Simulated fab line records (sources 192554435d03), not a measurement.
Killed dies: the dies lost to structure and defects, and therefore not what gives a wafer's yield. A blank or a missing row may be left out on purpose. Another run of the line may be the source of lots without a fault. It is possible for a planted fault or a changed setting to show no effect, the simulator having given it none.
Split-lot study + flow n5Finfet + 7 lots, 21 wafers read, on a route of 1938 steps

## ABOUT THE SPLIT
At N5_BEOL_M6_ETCH_66 (etches SOC in N2/H2, target depth 80 nm, overetch 16 nm, time 120 s), the setting biasW was moved away from the recipe's 150 W on 8 of the 21 wafers read, by -16.3% to +10.2%. For the rest of the wafers, this setting stayed at what the recipe calls for.

The reading is taken at the split's own step.

## THE READING
rfVppV, in V, at N5_BEOL_M6_ETCH_66 (etches SOC in N2/H2, target depth 80 nm, overetch 16 nm, time 120 s). A value of 524.6 V with a standard deviation of 2.6 V is what fault-free wafers of this fab line usually give.

| wafer  | tool, chamber at the split | biasW as run, W | against the recipe | rfVppV, V | against lot-mates on the recipe |
|--------|----------------------------|-----------------|--------------------|-----------|---------------------------------|
| L077.1 | rieDiel-06, 2              | 150             | recipe             | 526.0     | -                               |
| L077.2 | rieDiel-06, 3              | 150             | recipe             | 525.6     | -                               |
| L077.6 | rieDiel-06, 2              | 158.7           | +5.8%              | 545.7     | +19.9                           |
| L081.2 | rieDiel-02, 1              | 125.6           | -16.3%             | 467.4     | -61.2                           |
| L081.4 | rieDiel-02, 0              | 150             | recipe             | 528.6     | -                               |
| L081.5 | rieDiel-02, 2              | 125.6           | -16.3%             | 466.5     | -62.1                           |
| L083.4 | rieDiel-06, 2              | 150             | recipe             | 525.6     | -                               |
| L083.5 | rieDiel-06, 1              | 150             | recipe             | 525.5     | -                               |
| L083.6 | rieDiel-06, 0              | 150             | recipe             | 526.1     | -                               |
| L084.1 | rieDiel-06, 3              | 150             | recipe             | 525.6     | -                               |
| L084.4 | rieDiel-06, 1              | 165.3           | +10.2%             | 560.3     | +35.3                           |
| L084.6 | rieDiel-06, 3              | 150             | recipe             | 524.3     | -                               |
| L088.1 | rieDiel-02, 2              | 150             | recipe             | 522.7     | -                               |
| L088.2 | rieDiel-02, 1              | 150             | recipe             | 522.6     | -                               |
| L088.5 | rieDiel-02, 2              | 150             | recipe             | 521.9     | -                               |
| L090.2 | rieDiel-06, 2              | 150             | recipe             | 527.4     | -                               |
| L090.3 | rieDiel-06, 1              | 137.9           | -8.1%              | 499.2     | -28.2                           |
| L090.6 | rieDiel-06, 1              | 137.9           | -8.1%              | 497.7     | -29.7                           |
| L092.1 | rieDiel-06, 2              | 160.1           | +6.7%              | 547.3     | +21.0                           |
| L092.4 | rieDiel-06, 2              | 160.1           | +6.7%              | 548.5     | +22.2                           |
| L092.5 | rieDiel-06, 3              | 150             | recipe             | 526.3     | -                               |

THE FIT
A straight line over all 21 wafers: rfVppV changes by +3.5 V for each +1% of biasW; r = +1.00; the points scatter about the line by 1.7 V.
The same after taking each lot's own level away (the mean of its wafers on the recipe; 21 wafers): +3.64 V for each +1%; r = +1.00; scatter 1.2 V.
According to that fit, moving biasW by its largest amount changes the reading by 59 V.
Measured against the standard deviation above, the lots' own levels, which go from 522.40 to 528.60 V, span 2.4 times it.
So the lot-to-lot level changes the slope little: the two slopes agree.
Check: for one of the wafers moved furthest among these (-16.3%), held out of the fit, the line's prediction against its lot-mates is -59.1 V. It came out at -61.2 V against them.
Tool readings at the split's step, against how far the setting was moved: rfVppV r = +1.00.

## THESE WAFERS: OTHER SPLITS
These wafers also went through other splits before the reading. Each is held against what the fit with the lots' levels taken away leaves over:
| other split on the same wafers | wafers away from the commonest value | r with rfVppV (lot level and that fit taken away) |
|--------------------------------|--------------------------------------|---------------------------------------------------|
| N5_BEOL_M5_COAT_74 spinRpm     | 9                                    | -0.59                                             |
| N5_BEOL_M6_EXPOSE_25 doseMj    | 9                                    | +0.12                                             |

## THE WHOLE CHAIN: every reading that the file lists as answering this split, in the file's order
| step               | what it does                                                        | reading                                                                         | change (the file's fit)                | r (the file's) |
|--------------------|---------------------------------------------------------------------|---------------------------------------------------------------------------------|----------------------------------------|----------------|
| N5_BEOL_M6_ETCH_66 | etches SOC in N2/H2, target depth 80 nm, overetch 16 nm, time 120 s | rfVppV                                                                          | +3.62 V for each +1% of the setting    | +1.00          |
| N5_BEOL_M6_ETCH_66 | etches SOC in N2/H2, target depth 80 nm, overetch 16 nm, time 120 s | SiARC_of_BEOL_M6_COAT_64.thkNm (the simulator's own value, which no gauge read) | -0.0833 nm for each +1% of the setting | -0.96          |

## THE FILE'S OWN FIT
rfVppV changes by +3.62 V for each +1% of biasW, r = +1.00.
